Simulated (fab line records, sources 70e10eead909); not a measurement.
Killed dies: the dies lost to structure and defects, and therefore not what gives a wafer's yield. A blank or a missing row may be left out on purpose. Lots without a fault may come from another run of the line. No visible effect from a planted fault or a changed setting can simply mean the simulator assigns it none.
fab line records	flow nand_harc
[record] lots = 24	wafers = 72	last_day = 34
route steps=1302 shown A_STAIRCASE@786
lots that met no fault: taken from a fault-free run of the same line
start_h: start of the lot's first displayed wafer, in hours after the record's first day	wait_h: how many hours have passed since the lot's step before this one	" unchanged from the row above	L1.1+2: one row covering several wafers at once	- no value present, or no start provided	* or withheld: withheld	< > ~ a bound
route shown NAME@n: NAME is a module with steps in the file, n the number in the route of the first one	usual: average and standard deviation across the fault-free wafers	same: alike in all rows	chamber/n: place in a boat	sites: each site's reading	_std_site: standard deviation of those values	_edge_site: outer sites' mean less inner sites'	radius_mm: how far each site lies from the wafer's centre	mask NAME#n: copy n	behind: the tool/chamber that last shaped the wafer	hold: what put the lot on hold/how long, in hours/how the hold closed	device: the n, p or np transistor that did not switch	end of line: the tests these same wafers got at the end of their route	a step given without rows: its recipe and nothing more	killed: dies that structure and defects cost at the first sort, which is not the same as the wafer's yield	map: dies across one wafer; x = killed, . = not, _ = none there
set.NAME: the setting that was run; set.NAME@STEP: the one run at that earlier step	model.NAME: the simulator's own value behind a step, which no gauge read
a sample of lots followed through the steps of the route, with each step as a table and each wafer as a row
services: the hour from which a tool's chamber was out of use, counted from the record's first day as start_h (under 0 if before that day), plus the number of hours and why
[[steps]]
[step NHARC_A_STAIRCASE_HM_OPEN_457]
[recipe] o2_flow_sccm = 400	cos_flow_sccm = 20	ar_flow_sccm = 0	rf_w = 500	bias_w = 300	chemistry = O2/COS
[usual] drypump_motor_current_A = 5.76/0.29	oes_product_au = 0.997/0.011	rf_vpp_V = 466/3.1	showerhead_plenum_p_Torr = 3.07/0.14	throttle_valve_pct = 28.329/0.0086
lot.wafer	tool	chamber	start_h	wait_h	drypump_motor_current_A	oes_product_au	rf_hours_counter_h	rf_vpp_V	showerhead_plenum_p_Torr	throttle_valve_pct
L074.2	rie_diel-11	1	-	-	5.50	0.998	35	467	3.17	28.321
L074.6	"	0	"	"	6.25	0.982	-	461	2.91	28.322
L074.5	"	1	"	"	5.46	0.994	-	468	3.17	28.337
L075.1	rie_diel-11	0	-	-	6.15	0.987	37	461	2.91	28.333
L075.2	"	3	"	"	5.91	0.990	32	467	3.07	28.333
L075.5	"	0	"	"	6.22	0.998	-	461	2.91	28.334
L076.1	rie_diel-10	3	-	-	6.04	1.009	46	466	3.00	28.345
L076.4	"	0	"	"	5.60	1.024	52	468	3.10	28.322
L076.3	"	1	"	"	5.51	1.003	47	468	3.13	28.333
L077.4	rie_diel-13	3	-	-	5.43	0.991	14	465	3.01	28.341
L077.1	"	0	"	"	5.72	1.004	14	465	3.09	28.340
L077.5	"	2	"	"	6.21	1.011	-	462	2.91	28.339
L078.1	rie_diel-11	3	-	-	5.90	1.004	42	466	3.07	28.320
L078.2	"	2	"	"	5.88	0.976	43	465	3.03	28.338
L078.5	"	0	"	"	6.19	0.999	-	462	2.90	28.327
L079.2	rie_diel-13	2	-	-	6.20	1.006	20	463	2.90	28.338
L079.6	"	2	"	"	6.20	1.001	-	462	2.90	28.314
L079.5	"	3	"	"	5.46	0.980	-	464	3.01	28.336
L080.2	rie_diel-10	1	-	-	5.55	0.998	2	468	3.13	28.329
L080.1	"	3	"	"	6.05	1.019	2	463	3.00	28.324
L080.5	"	1	"	"	5.57	0.991	-	467	3.12	28.341
L081.2	rie_diel-13	2	-	-	6.19	0.988	32	462	2.90	28.325
L081.1	"	3	"	"	5.46	0.984	35	466	3.00	28.331
L081.4	"	1	"	"	5.65	0.977	34	465	2.94	28.328
L083.2	rie_diel-11	0	-	-	6.24	0.990	7	473	3.37	28.320
L083.5	"	0	"	"	6.21	0.993	-	472	3.37	28.324
L083.6	"	1	"	"	5.47	0.987	-	468	3.16	28.327
L082.2	rie_diel-13	0	-	-	5.74	0.991	39	466	3.07	28.336
L082.3	"	1	"	"	5.62	0.986	38	463	2.94	28.322
L082.5	"	0	"	"	5.75	0.992	-	466	3.07	28.333
L084.1	rie_diel-10	1	-	-	5.51	0.995	15	468	3.12	28.338
L084.3	"	0	"	"	5.60	1.000	11	467	3.09	28.322
L084.5	"	1	"	"	5.54	0.990	-	467	3.12	28.317
L086.4	rie_diel-10	0	-	-	5.61	1.009	13	467	3.09	28.325
L086.5	"	0	"	"	5.62	1.005	-	466	3.09	28.342
L086.6	"	1	"	"	5.50	1.001	-	468	3.12	28.314
L085.2	rie_diel-11	2	-	-	5.92	0.997	12	466	3.02	28.321
L085.1	"	1	"	"	5.46	0.987	14	468	3.16	28.316
L085.6	"	3	"	"	5.90	0.991	-	467	3.06	28.327
L088.1	rie_diel-10	0	-	-	5.59	1.008	21	468	3.08	28.340
L088.3	"	3	"	"	6.06	1.006	28	465	2.99	28.315
L088.6	"	0	"	"	5.61	1.003	-	467	3.08	28.340
L089.3	rie_diel-13	2	-	-	6.19	1.002	54	463	2.89	28.323
L089.6	"	3	"	"	5.45	0.989	-	464	2.99	28.327
L089.5	"	0	"	"	5.72	0.996	-	466	3.06	28.316
L087.3	rie_diel-13	0	-	-	5.73	1.000	58	464	3.06	28.317
L087.1	"	2	"	"	6.20	0.998	55	462	2.89	28.334
L087.5	"	0	"	"	5.72	0.995	-	465	3.06	28.330
L091.1	rie_diel-11	3	-	-	5.93	0.999	37	466	3.05	28.316
L091.3	"	0	"	"	6.19	0.997	38	472	3.35	28.324
L091.6	"	3	"	"	5.93	0.991	-	466	3.05	28.325
L090.3	rie_diel-13	0	-	-	5.72	1.017	7	465	3.06	28.333
L090.1	"	1	"	"	5.63	0.986	10	462	2.93	28.327
L090.5	"	1	"	"	5.64	0.983	-	463	2.93	28.344
L093.4	rie_diel-13	0	-	-	5.73	1.019	10	467	3.06	28.326
L093.1	"	3	"	"	5.46	0.986	10	465	2.98	28.316
L093.6	"	1	"	"	5.64	0.982	-	464	2.93	28.313
L092.4	rie_diel-13	1	-	-	5.65	0.988	11	464	2.93	28.335
L092.3	"	3	"	"	5.43	0.995	10	464	2.98	28.330
L092.6	"	1	"	"	5.65	0.969	-	464	2.93	28.332
L094.1	rie_diel-13	0	-	-	5.73	1.007	21	466	3.05	28.327
L094.4	"	1	"	"	5.64	0.978	19	463	2.92	28.320
L094.3	"	2	"	"	6.20	1.004	19	472	3.36	28.323
L095.4	rie_diel-10	2	-	-	5.32	1.002	47	472	3.35	28.340
L095.1	"	3	"	"	6.05	1.015	50	464	2.98	28.317
L095.5	"	3	"	"	6.03	1.005	-	464	2.97	28.329
L097.4	rie_diel-11	3	-	-	5.90	0.984	50	465	3.04	28.341
L097.2	"	0	"	"	6.24	0.987	52	473	3.35	28.325
L097.5	"	0	"	"	6.26	0.985	-	472	3.35	28.343
L096.2	rie_diel-10	0	-	-	5.60	1.008	2	467	3.07	28.324
L096.3	"	1	"	"	5.50	1.000	2	467	3.10	28.326
L096.5	"	1	"	"	5.52	1.000	-	466	3.10	28.327
[step NHARC_A_STAIRCASE_ETCH_273]
[recipe] target_depth_a = 1.02e+05	time_s = 2468.6	ion_energy_ev = 800	c4f8_flow_sccm = 80	o2_flow_sccm = 60	ar_flow_sccm = withheld	rf_w = 600	bias_w = 3000	chemistry = C4F8/O2/Ar
[usual] oes_product_au = 0.933/0.011	rf_vpp_V = 1821/10
lot.wafer	tool	chamber	start_h	wait_h	oes_product_au	rf_hours_counter_h	rf_vpp_V
L074.2	rie_diel-11	2	-	-	0.934	32	1820
L074.6	"	3	"	"	0.919	-	1822
L074.5	"	0	"	"	0.918	-	1809
L075.2	rie_diel-11	1	-	-	0.934	39	1831
L075.1	"	2	"	"	0.946	35	1820
L075.5	"	1	"	"	0.943	-	1830
L076.3	rie_diel-10	2	-	-	0.927	42	1806
L076.1	"	0	"	"	0.927	53	1825
L076.4	"	1	"	"	0.933	47	1828
L077.1	rie_diel-13	3	-	-	0.943	14	1817
L077.4	"	1	"	"	0.924	12	1812
L077.5	"	2	"	"	0.948	-	1810
L078.2	rie_diel-11	0	-	-	0.923	50	1809
L078.1	"	3	"	"	0.927	42	1824
L078.5	"	1	"	"	0.921	-	1831
L079.2	rie_diel-13	3	-	-	0.923	21	1820
L079.6	"	2	"	"	0.935	-	1808
L079.5	"	3	"	"	0.922	-	1817
L080.2	rie_diel-10	1	-	-	0.922	3	1826
L080.1	"	3	"	"	0.935	3	1817
L080.5	"	2	"	"	0.938	-	1847
L081.2	rie_diel-13	2	-	-	0.920	33	1808
L081.4	"	3	"	"	0.914	36	1817
L081.1	"	0	"	"	0.923	35	1823
L083.2	rie_diel-11	3	-	-	0.941	8	1822
L083.5	"	3	"	"	0.926	-	1822
L083.6	"	0	"	"	0.924	-	1846
L082.2	rie_diel-13	0	-	-	0.928	39	1824
L082.3	"	1	"	"	0.916	38	1812
L082.5	"	3	"	"	0.929	-	1815
L084.1	rie_diel-10	3	-	-	0.930	17	1815
L084.3	"	0	"	"	0.942	11	1824
L084.5	"	0	"	"	0.935	-	1823
L086.4	rie_diel-10	3	-	-	0.937	19	1816
L086.6	"	3	"	"	0.947	-	1816
L086.5	"	0	"	"	0.938	-	1824
L085.2	rie_diel-11	2	-	-	0.938	13	1819
L085.1	"	3	"	"	0.943	17	1821
L085.6	"	1	"	"	0.930	-	1831
L088.3	rie_diel-10	3	-	-	0.964	28	1816
L088.1	"	1	"	"	0.935	24	1826
L088.6	"	3	"	"	0.957	-	1814
L089.3	rie_diel-13	2	-	-	0.940	54	1807
L089.6	"	3	"	"	0.931	-	1816
L089.5	"	0	"	"	0.937	-	1821
L087.3	rie_diel-13	1	-	-	0.926	48	1810
L087.1	"	2	"	"	0.930	55	1807
L087.5	"	2	"	"	0.933	-	1807
L091.3	rie_diel-11	3	-	-	0.933	37	1820
L091.1	"	1	"	"	0.954	21	1829
L091.6	"	2	"	"	0.930	-	1819
L090.1	rie_diel-13	0	-	-	0.934	8	1822
L090.3	"	1	"	"	0.910	10	1810
L090.5	"	0	"	"	0.943	-	1822
L093.1	rie_diel-13	1	-	-	0.907	12	1811
L093.4	"	2	"	"	0.935	12	1846
L093.6	"	0	"	"	0.929	-	1823
L092.3	rie_diel-13	3	-	-	0.917	11	1816
L092.4	"	1	"	"	0.912	13	1811
L092.6	"	3	"	"	0.931	-	1816
L094.3	rie_diel-13	3	-	-	0.930	20	1814
L094.4	"	0	"	"	0.933	21	1823
L094.1	"	2	"	"	0.953	19	1847
L095.4	rie_diel-10	1	-	-	0.936	46	1824
L095.1	"	3	"	"	0.953	50	1815
L095.5	"	1	"	"	0.935	-	1826
L097.4	rie_diel-11	3	-	-	0.935	51	1820
L097.2	"	1	"	"	0.931	38	1829
L097.5	"	3	"	"	0.935	-	1820
L096.3	rie_diel-10	1	-	-	0.933	3	1825
L096.2	"	3	"	"	0.923	3	1814
L096.5	"	1	"	"	0.924	-	1824
[step NHARC_A_STAIRCASE_HM_DEP_462]
[recipe] target_thk_a = 8000	temp_c = 400	material = aC
[usual] throttle_valve_pct = 35.001/0.0096
lot.wafer	tool	chamber	start_h	wait_h	throttle_valve_pct
L074.2	acl_dep-01	0	388.96	6.5	34.988
L074.5	"	0	"	"	35.019
L074.6	"	0	"	"	35.001
L075.1	acl_dep-03	0	398.72	2.6	34.991
L075.2	"	0	"	"	35.008
L075.5	"	0	"	"	35.003
L076.1	acl_dep-01	0	399.42	1.3	35.007
L076.3	"	0	"	"	35.000
L076.4	"	0	"	"	34.996
L077.1	acl_dep-03	0	400.59	0.3	34.995
L077.4	"	0	"	"	34.994
L077.5	"	0	"	"	35.007
L078.1	acl_dep-03	0	427.97	2.3	35.016
L078.2	"	0	"	"	34.999
L078.5	"	0	"	"	34.991
L079.2	acl_dep-01	0	436.63	5.2	35.007
L079.5	"	0	"	"	35.001
L079.6	"	0	"	"	34.995
L080.1	acl_dep-01	0	450.42	0.1	35.020
L080.2	"	0	"	"	35.011
L080.5	"	0	"	"	35.002
L081.1	acl_dep-02	0	462.05	0.4	35.001
L081.2	"	0	"	"	35.009
L081.4	"	0	"	"	35.012
L083.2	acl_dep-02	0	478.65	4.7	35.013
L083.5	"	0	"	"	34.997
L083.6	"	0	"	"	35.009
L082.2	acl_dep-01	0	479.71	4.0	35.003
L082.3	"	0	"	"	35.009
L082.5	"	0	"	"	34.994
L084.1	acl_dep-02	0	485.21	0.1	34.993
L084.3	"	0	"	"	35.011
L084.5	"	0	"	"	34.993
L086.4	acl_dep-01	0	490.37	3.0	34.999
L086.5	"	0	"	"	34.998
L086.6	"	0	"	"	35.004
L085.1	acl_dep-01	0	496.49	0.1	34.999
L085.2	"	0	"	"	34.998
L085.6	"	0	498.03	1.6	34.999
L088.1	acl_dep-02	0	521.65	2.1	35.003
L088.3	"	0	"	"	34.982
L088.6	"	0	"	"	35.005
L089.3	acl_dep-03	0	523.27	2.8	34.999
L089.5	"	0	"	"	34.998
L089.6	"	0	"	"	35.012
L087.1	acl_dep-02	0	527.12	0.3	34.995
L087.3	"	0	"	"	35.008
L087.5	"	0	"	"	35.010
L091.1	acl_dep-03	0	553.59	1.3	35.006
L091.3	"	0	"	"	35.005
L091.6	"	0	"	"	34.999
L090.1	acl_dep-03	0	557.35	2.9	35.012
L090.3	"	0	"	"	35.012
L090.5	"	0	"	"	35.003
L093.1	acl_dep-03	0	565.13	0.1	34.984
L093.4	"	0	"	"	35.010
L093.6	"	0	"	"	35.029
L092.3	acl_dep-02	0	567.47	0.7	34.998
L092.4	"	0	"	"	34.994
L092.6	"	0	"	"	35.008
L094.1	acl_dep-01	0	594.19	1.5	35.021
L094.3	"	0	"	"	35.004
L094.4	"	0	"	"	34.998
L095.1	acl_dep-02	0	596.34	1.2	34.990
L095.4	"	0	"	"	35.015
L095.5	"	0	"	"	35.008
L097.2	acl_dep-01	0	618.88	2.9	35.011
L097.4	"	0	"	"	35.002
L097.5	"	0	"	"	35.003
L096.2	acl_dep-01	0	628.13	3.3	34.989
L096.3	"	0	"	"	35.005
L096.5	"	0	"	"	35.007
[step NHARC_A_STAIRCASE_DEP_301]
[recipe] target_thk_a = 300	target_thk_nm = 30	temp_c = 400	pressure_torr = 3.5	flow_sccm = 200	rf_w = 350	material = SiON
[usual] heater_power_w = 720/81
lot.wafer	tool	chamber	start_h	wait_h	heater_power_w
L074.2	pecvd-02	1	390.56	1.3	706
L074.5	"	2	"	"	699
L074.6	"	0	"	"	769
L075.2	pecvd-04	1	400.61	1.3	543
L075.1	"	0	"	"	545
L075.5	"	0	"	"	565
L076.3	pecvd-02	2	401.26	0.9	721
L076.1	"	1	"	"	813
L076.4	"	0	"	"	794
L077.1	pecvd-01	2	402.45	1.6	722
L077.4	"	2	"	"	751
L077.5	"	1	"	"	682
L078.2	pecvd-04	1	429.82	1.2	546
L078.1	"	0	"	"	662
L078.5	"	1	"	"	541
L079.2	pecvd-04	1	438.19	1.2	633
L079.5	"	1	"	"	626
L079.6	"	0	"	"	679
L080.2	pecvd-01	1	452.35	1.3	715
L080.1	"	0	"	"	765
L080.5	"	0	"	"	755
L081.1	pecvd-04	1	463.92	1.6	625
L081.2	"	0	"	"	598
L081.4	"	1	"	"	621
L083.2	pecvd-01	0	480.23	1.3	726
L083.6	"	2	"	"	829
L083.5	"	0	"	"	723
L082.3	pecvd-02	0	481.28	1.0	840
L082.2	"	1	"	"	778
L082.5	"	1	"	"	787
L084.1	pecvd-01	0	487.12	1.6	794
L084.3	"	1	"	"	692
L084.5	"	0	"	"	766
L086.4	pecvd-01	0	491.42	0.7	763
L086.5	"	1	"	"	668
L086.6	"	2	"	"	769
L085.2	pecvd-04	0	498.59	1.5	679
L085.1	"	1	"	"	588
L085.6	"	2	"	"	762
L088.3	pecvd-04	0	523.53	0.9	667
L088.1	"	1	"	"	641
L088.6	"	1	"	"	651
L089.3	pecvd-02	1	524.51	0.9	675
L089.5	"	2	"	"	697
L089.6	"	0	"	"	867
L087.1	pecvd-04	1	528.99	1.6	567
L087.3	"	2	"	"	789
L087.5	"	2	"	"	758
L091.1	pecvd-01	0	555.48	1.6	688
L091.3	"	2	"	"	733
L091.6	"	1	"	"	697
L090.3	pecvd-02	1	559.21	0.9	797
L090.1	"	2	"	"	656
L090.5	"	1	"	"	821
L093.1	pecvd-02	0	567.03	1.6	899
L093.4	"	1	"	"	719
L093.6	"	0	"	"	872
L092.3	pecvd-01	2	568.77	1.0	767
L092.4	"	1	"	"	637
L092.6	"	0	"	"	763
L094.1	pecvd-01	1	596.09	1.6	646
L094.3	"	2	"	"	785
L094.4	"	0	"	"	732
L095.1	pecvd-01	2	598.26	1.6	812
L095.4	"	0	"	"	796
L095.5	"	2	"	"	807
L097.2	pecvd-04	0	620.47	1.3	640
L097.4	"	1	"	"	661
L097.5	"	2	"	"	695
L096.2	pecvd-02	0	629.75	1.3	812
L096.3	"	1	"	"	839
L096.5	"	0	"	"	852
[step NHARC_A_STAIRCASE_DESCUM_312]
[recipe] time_s = 3	o2_flow_sccm = 200	ar_flow_sccm = 0	bias_power_w = 0	chemistry = O2
[usual] drypump_motor_current_A = 5.72/0.29	oes_product_au = 0.999/0.0093	rf_vpp_V = 57.7/0.95	showerhead_plenum_p_Torr = 1.90/0.092	throttle_valve_pct = 11.312/0.0093
lot.wafer	tool	chamber	start_h	wait_h	drypump_motor_current_A	oes_product_au	rf_hours_counter_h	rf_vpp_V	showerhead_plenum_p_Torr	throttle_valve_pct
L074.2	rie_diel-11	3	391.49	-	5.90	0.990	32	56.9	1.88	11.310
L074.6	"	2	"	"	5.95	0.999	-	56.8	1.86	11.317
L074.5	"	3	"	"	5.89	0.993	-	57.8	1.88	11.328
L075.1	rie_diel-10	1	401.81	-	5.53	0.995	50	57.4	1.92	11.313
L075.2	"	2	"	"	5.31	1.005	45	56.8	1.76	11.315
L075.5	"	0	"	"	5.57	0.991	-	56.2	1.90	11.312
L076.4	rie_diel-10	3	402.36	-	6.04	1.012	50	56.6	1.84	11.336
L076.1	"	0	"	"	5.58	1.001	55	58.8	1.90	11.333
L076.3	"	1	"	"	5.55	1.003	50	57.0	1.92	11.311
L077.1	rie_diel-13	3	403.32	-	5.44	1.000	18	58.5	1.84	11.309
L077.4	"	2	"	"	6.17	1.006	17	57.3	1.77	11.324
L077.5	"	3	"	"	5.41	0.985	-	56.4	1.84	11.318
L078.2	rie_diel-10	1	430.82	-	5.51	0.993	0	58.1	1.92	11.309
L078.1	"	2	"	"	5.33	1.023	0	57.1	2.08	11.307
L078.5	"	1	"	"	5.48	0.996	-	58.9	1.92	11.303
L079.2	rie_diel-10	2	439.20	-	5.29	1.018	1	57.4	2.08	11.307
L079.6	"	1	"	"	5.54	0.997	-	58.0	1.92	11.329
L079.5	"	2	"	"	5.32	1.013	-	58.4	2.08	11.314
L080.2	rie_diel-11	2	453.30	-	5.98	0.986	4	57.3	1.85	11.318
L080.1	"	3	"	"	5.95	1.003	6	58.7	1.88	11.298
L080.5	"	0	"	"	6.19	0.997	-	58.1	2.07	11.317
L081.1	rie_diel-11	0	464.91	-	6.23	0.996	9	57.4	2.07	11.327
L081.4	"	1	"	"	5.48	0.989	7	55.7	1.94	11.311
L081.2	"	2	"	"	5.91	1.006	7	58.0	1.85	11.326
L083.2	rie_diel-10	1	481.21	-	5.49	0.996	17	57.8	1.91	11.315
L083.6	"	1	"	"	5.53	0.994	-	57.2	1.91	11.310
L083.5	"	2	"	"	5.30	0.999	-	58.2	2.07	11.315
L082.2	rie_diel-13	0	482.14	-	5.71	1.000	46	57.8	1.88	11.314
L082.3	"	2	"	"	6.19	1.001	43	57.7	1.76	11.303
L082.5	"	1	"	"	5.62	0.990	-	56.7	1.79	11.301
L084.1	rie_diel-13	3	488.07	-	5.45	0.993	50	56.3	1.83	11.316
L084.3	"	0	"	"	5.73	0.982	47	58.0	1.88	11.318
L084.5	"	0	"	"	5.73	0.991	-	57.8	1.88	11.321
L086.4	rie_diel-13	0	492.34	-	5.74	0.988	-	57.2	1.88	11.312
L086.6	"	2	"	"	6.17	1.013	-	55.8	1.76	11.305
L086.5	"	3	"	"	5.44	0.995	-	57.1	1.83	11.314
L085.2	rie_diel-11	2	499.55	-	5.92	0.992	15	57.3	1.85	11.308
L085.1	"	3	"	"	5.90	0.998	19	56.7	1.87	11.294
L085.6	"	1	"	"	5.48	0.986	-	58.8	1.93	11.293
L088.3	rie_diel-11	2	524.70	-	5.91	0.992	24	57.0	1.84	11.300
L088.1	"	0	"	"	6.20	0.988	31	58.6	2.07	11.312
L088.6	"	3	"	"	5.89	0.995	-	58.8	1.87	11.317
L089.3	rie_diel-10	0	525.57	-	5.61	1.019	27	58.0	1.88	11.310
L089.5	"	0	"	"	5.58	1.000	-	58.7	1.89	11.320
L089.6	"	1	"	"	5.52	1.000	-	58.5	1.91	11.311
L087.1	rie_diel-10	2	531.37	-	5.33	0.990	36	60.1	2.06	11.317
L087.3	"	1	"	"	5.51	0.995	34	57.2	1.91	11.317
L087.5	"	2	"	"	5.27	1.005	-	58.2	2.06	11.320
L091.1	rie_diel-10	1	556.47	-	5.54	1.004	41	57.9	1.90	11.301
L091.3	"	3	"	"	6.03	1.022	45	57.1	1.82	11.309
L091.6	"	1	"	"	5.53	1.012	-	59.5	1.90	11.316
L090.3	rie_diel-10	3	560.20	-	6.03	1.007	45	58.4	1.82	11.319
L090.1	"	0	"	"	5.58	1.001	40	58.2	1.88	11.297
L090.5	"	2	"	"	5.32	1.010	-	58.6	2.06	11.307
L093.1	rie_diel-10	1	567.84	-	5.51	1.017	43	57.7	1.90	11.315
L093.4	"	3	"	"	6.03	1.009	46	57.4	1.82	11.306
L093.6	"	2	"	"	5.29	0.998	-	57.9	2.06	11.312
L092.4	rie_diel-13	3	569.72	-	5.43	0.991	17	57.8	1.82	11.307
L092.3	"	1	"	"	5.61	0.979	16	57.8	1.78	11.320
L092.6	"	2	"	"	6.18	1.011	-	58.3	2.07	11.316
L094.1	rie_diel-13	3	596.93	-	5.43	0.988	24	56.7	1.82	11.316
L094.4	"	0	"	"	5.74	1.004	26	56.1	1.87	11.318
L094.3	"	2	"	"	6.19	0.995	22	59.0	2.07	11.315
L095.1	rie_diel-11	1	599.05	-	5.47	0.991	36	56.7	1.93	11.302
L095.4	"	2	"	"	5.97	0.988	45	56.3	1.84	11.311
L095.5	"	2	"	"	5.92	1.000	-	57.6	1.84	11.291
L097.2	rie_diel-13	0	621.49	-	5.69	1.008	37	57.2	1.86	11.318
L097.4	"	1	"	"	5.65	0.983	35	56.1	1.78	11.322
L097.5	"	2	"	"	6.18	1.011	-	58.1	2.07	11.302
L096.2	rie_diel-11	3	630.80	-	5.88	1.000	3	57.9	1.86	11.298
L096.3	"	1	"	"	5.48	0.992	2	56.1	1.93	11.320
L096.5	"	2	"	"	5.94	1.001	-	57.8	1.83	11.326
[step NHARC_A_STAIRCASE_ETCH_313]
[recipe] cf4_flow_sccm = 100	chf3_flow_sccm = 30	ar_flow_sccm = 0	rf_w = 500	bias_w = 200	chemistry = CF4/CHF3
[usual] drypump_motor_current_A = 5.72/0.29	oes_product_au = 0.930/0.017	rf_vpp_V = 370.2/2.6	showerhead_plenum_p_Torr = 1.56/0.072	throttle_valve_pct = 16.803/0.0089
lot.wafer	tool	chamber	start_h	wait_h	drypump_motor_current_A	oes_product_au	rf_hours_counter_h	rf_vpp_V	showerhead_plenum_p_Torr	throttle_valve_pct
L074.2	rie_diel-11	0	391.59	0.1	6.19	0.916	38	366.9	1.47	16.803
L074.6	"	1	"	"	5.48	0.926	-	370.8	1.60	16.798
L074.5	"	2	"	"	5.92	0.920	-	368.6	1.53	16.802
L075.1	rie_diel-10	0	401.93	0.1	5.58	0.931	55	371.3	1.56	16.805
L075.2	"	2	"	"	5.28	0.933	45	366.0	1.45	16.812
L075.5	"	1	"	"	5.54	0.931	-	371.1	1.58	16.799
L076.4	rie_diel-10	3	403.05	0.7	6.05	0.921	50	368.7	1.51	16.798
L076.3	"	0	"	"	5.60	0.928	56	368.6	1.56	16.789
L076.1	"	2	"	"	5.29	0.928	46	366.9	1.45	16.830
L077.4	rie_diel-13	3	403.41	0.1	5.45	0.919	18	368.7	1.52	16.794
L077.1	"	1	"	"	5.63	0.912	17	367.4	1.48	16.789
L077.5	"	3	"	"	5.45	0.914	-	369.2	1.52	16.807
L078.2	rie_diel-10	3	430.91	0.1	6.03	0.992	0	367.1	1.51	16.806
L078.1	"	0	"	"	5.59	0.968	0	369.7	1.56	16.809
L078.5	"	2	"	"	5.26	0.984	-	377.4	1.70	16.788
L079.2	rie_diel-10	2	439.29	0.1	5.30	0.952	1	374.3	1.70	16.803
L079.6	"	2	"	"	5.31	0.952	-	374.5	1.70	16.803
L079.5	"	3	"	"	6.03	0.949	-	369.4	1.51	16.792
L080.1	rie_diel-11	1	453.39	0.1	5.48	0.934	4	370.7	1.59	16.812
L080.2	"	2	"	"	5.91	0.961	4	368.0	1.53	16.809
L080.5	"	0	"	"	6.22	0.940	-	374.7	1.70	16.809
L081.2	rie_diel-11	2	464.99	0.1	5.89	0.974	7	366.9	1.52	16.789
L081.4	"	3	"	"	5.93	0.970	9	370.0	1.54	16.811
L081.1	"	0	"	"	6.23	0.953	9	375.0	1.70	16.810
L083.2	rie_diel-10	2	481.29	0.1	5.26	0.936	19	374.5	1.70	16.789
L083.5	"	2	"	"	5.25	0.928	-	374.3	1.69	16.809
L083.6	"	3	"	"	6.02	0.932	-	369.8	1.51	16.813
L082.2	rie_diel-13	2	482.23	0.1	6.19	0.919	43	367.4	1.46	16.805
L082.3	"	3	"	"	5.43	0.918	48	369.0	1.51	16.826
L082.5	"	2	"	"	6.19	0.929	-	366.2	1.46	16.814
L084.1	rie_diel-13	3	488.16	0.1	5.44	0.920	50	368.4	1.51	16.816
L084.3	"	0	"	"	5.68	0.925	47	368.6	1.55	16.802
L084.5	"	0	"	"	5.70	0.921	-	368.9	1.55	16.822
L086.4	rie_diel-13	0	492.45	0.1	5.70	0.925	-	369.8	1.55	16.805
L086.5	"	2	"	"	6.15	0.928	-	366.2	1.46	16.804
L086.6	"	3	"	"	5.44	0.925	-	369.5	1.51	16.816
L085.2	rie_diel-11	1	499.63	0.1	5.44	0.912	16	370.4	1.59	16.799
L085.1	"	2	"	"	5.91	0.913	15	368.8	1.52	16.808
L085.6	"	2	"	"	5.96	0.927	-	368.4	1.52	16.797
L088.1	rie_diel-11	3	524.84	0.1	5.91	0.924	30	369.3	1.54	16.816
L088.3	"	0	"	"	6.22	0.911	31	375.9	1.69	16.797
L088.6	"	2	"	"	5.90	0.918	-	367.3	1.52	16.812
L089.3	rie_diel-10	2	525.79	0.2	5.26	0.931	30	376.1	1.69	16.813
L089.5	"	1	"	"	5.51	0.923	-	371.0	1.57	16.808
L089.6	"	2	"	"	5.29	0.931	-	373.3	1.69	16.795
L087.1	rie_diel-10	1	531.71	0.3	5.54	0.931	34	371.0	1.57	16.805
L087.3	"	3	"	"	6.05	0.941	37	368.5	1.50	16.798
L087.5	"	2	"	"	5.27	0.924	-	373.0	1.69	16.806
L091.1	rie_diel-10	1	556.56	0.1	5.50	0.930	41	369.9	1.57	16.800
L091.3	"	2	"	"	5.27	0.925	42	374.5	1.69	16.811
L091.6	"	1	"	"	5.54	0.923	-	369.8	1.57	16.810
L090.1	rie_diel-10	2	560.30	0.1	5.32	0.921	42	375.2	1.69	16.805
L090.3	"	3	"	"	6.03	0.927	45	367.7	1.50	16.803
L090.5	"	0	"	"	5.59	0.926	-	369.3	1.55	16.800
L093.4	rie_diel-10	3	568.02	0.2	6.03	0.930	46	368.0	1.50	16.804
L093.1	"	0	"	"	5.57	0.926	41	369.6	1.55	16.795
L093.6	"	2	"	"	5.33	0.925	-	374.2	1.69	16.797
L092.4	rie_diel-13	2	569.82	0.1	6.20	0.939	16	377.0	1.70	16.794
L092.3	"	3	"	"	5.40	0.913	17	367.8	1.50	16.789
L092.6	"	0	"	"	5.72	0.945	-	369.3	1.54	16.806
L094.3	rie_diel-13	2	597.02	0.1	6.17	0.934	22	373.8	1.69	16.798
L094.1	"	3	"	"	5.43	0.927	24	369.9	1.50	16.816
L094.4	"	0	"	"	5.69	0.931	26	370.4	1.54	16.817
L095.4	rie_diel-11	1	599.18	0.1	5.48	0.917	36	371.8	1.59	16.805
L095.1	"	0	"	"	6.19	0.912	50	372.4	1.69	16.794
L095.5	"	1	"	"	5.45	0.917	-	370.6	1.59	16.798
L097.2	rie_diel-13	2	621.56	0.1	6.18	0.930	32	372.8	1.69	16.784
L097.4	"	0	"	"	5.71	0.939	37	369.5	1.54	16.797
L097.5	"	2	"	"	6.16	0.935	-	375.5	1.69	16.818
L096.2	rie_diel-11	3	630.90	0.1	5.89	0.919	3	368.6	1.53	16.798
L096.3	"	0	"	"	6.21	0.909	3	374.7	1.68	16.802
L096.5	"	2	"	"	5.92	0.920	-	368.8	1.51	16.806
[[services]]
tool	chamber	start_h	hours	kind
rie_diel-10	3	360.61	7.2	repair
acl_dep-01	-	368.89	13.0	pm
pecvd-01	-	381.54	2.4	repair
pecvd-02	-	408.41	13.0	pm
rie_diel-10	-	420.98	9.0	pm
acl_dep-02	-	424.55	13.0	pm
rie_diel-13	0	428.43	10.0	repair
rie_diel-11	-	435.73	9.0	pm
rie_diel-10	1	447.44	2.5	repair
pecvd-04	-	450.06	13.0	pm
acl_dep-03	-	482.17	13.0	pm
rie_diel-13	1	490.52	16.3	repair
pecvd-01	-	492.45	13.0	pm
rie_diel-11	1	513.47	17.3	repair
pecvd-01	-	516.96	1.6	repair
rie_diel-13	-	519.02	9.0	pm
rie_diel-13	1	533.64	5.1	repair
acl_dep-01	-	551.03	13.0	pm
rie_diel-10	-	552.61	1.2	repair
pecvd-02	-	554.52	0.4	repair
pecvd-02	-	589.41	13.0	pm
rie_diel-10	-	597.98	9.0	pm
pecvd-02	-	604.92	1.7	repair
rie_diel-11	-	612.78	9.0	pm
[[key]]
fault none
